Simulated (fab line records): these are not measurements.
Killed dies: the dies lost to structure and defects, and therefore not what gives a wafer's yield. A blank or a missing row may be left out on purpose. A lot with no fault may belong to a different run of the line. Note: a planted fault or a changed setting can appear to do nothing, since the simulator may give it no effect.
Matching of chambers | flow n5-finfet | N5_BEOL_M0_SAQP_STRIP_86 on rie-diel-02: 4 sister chambers
The step strips in N2/H2. 14 wafers are shown with their chamber, then 7 later ones without.

## WAFERS WITH THEIR CHAMBER
wafer  | chamber | drypump-motor-current-A (A) | showerhead-plenum-p-Torr (Torr) | throttle-valve-pct (%)
L076.1 | 3       | 5.0                         | 3.30                            | 19.32
L076.4 | 1       | 5.6                         | 3.47                            | 18.56
L076.6 | 3       | 5.0                         | 3.30                            | 19.31
L077.2 | 3       | 4.9                         | 3.29                            | 19.35
L077.3 | 2       | 5.2                         | 3.36                            | 18.83
L077.5 | 2       | 5.1                         | 3.36                            | 18.84
L082.1 | 0       | 6.5                         | 3.45                            | 19.11
L082.2 | 2       | 5.1                         | 3.35                            | 18.87
L082.5 | 3       | 5.0                         | 3.29                            | 19.32
L086.1 | 3       | 4.9                         | 3.29                            | 19.35
L086.2 | 0       | 6.5                         | 3.45                            | 19.14
L086.4 | 1       | 5.6                         | 3.46                            | 18.61
L092.1 | 2       | 5.2                         | 3.34                            | 18.91
L092.2 | 3       | 5.0                         | 3.28                            | 19.36

SIGNATURES, as means of the wafers listed above
reading                  | chamber 0 | chamber 1 | chamber 2 | chamber 3 | scatter within a chamber
drypump-motor-current-A  | 6.500     | 5.600     | 5.150     | 4.967     | 0.0483
showerhead-plenum-p-Torr | 3.4500    | 3.4650    | 3.3525    | 3.2917    | 0.0078
throttle-valve-pct       | 19.1250   | 18.5850   | 18.8625   | 19.3350   | 0.0278
Rule: a wafer's distance from a chamber is the root of the sum, over the readings, of the square of ((its reading less the chamber's mean) divided by the reading's scatter). The wafer belongs to the nearest chamber; if the next one is less than 2 further off, it can't be placed. The scatter: take each reading less its chamber's mean, square it, sum over the shown wafers, divide by the number of wafers less the number of chambers, and take the root.

## WAFERS WITH NO CHAMBER GIVEN
wafer  | drypump-motor-current-A (A) | showerhead-plenum-p-Torr (Torr) | throttle-valve-pct (%)
L092.4 | 6.5                         | 3.44                            | 18.70
L096.1 | 5.6                         | 3.45                            | 18.63
L096.2 | 5.0                         | 3.28                            | 19.35
L096.5 | 5.6                         | 3.45                            | 18.66
L097.1 | 5.2                         | 3.34                            | 18.94
L097.2 | 5.6                         | 3.45                            | 18.65
L097.5 | 5.1                         | 3.34                            | 18.89

## CHAMBER TAKEN BY EACH
wafer  | from the rows above | in truth
L092.4 | 0                   | 0
L096.1 | 1                   | 1
L096.2 | 3                   | 3
L096.5 | 1                   | 1
L097.1 | 2                   | 2
L097.2 | 1                   | 1
L097.5 | 2                   | 2
Correctly placed: 7 of 7. Number that these rows cannot place: 0. 0 placed wrongly.
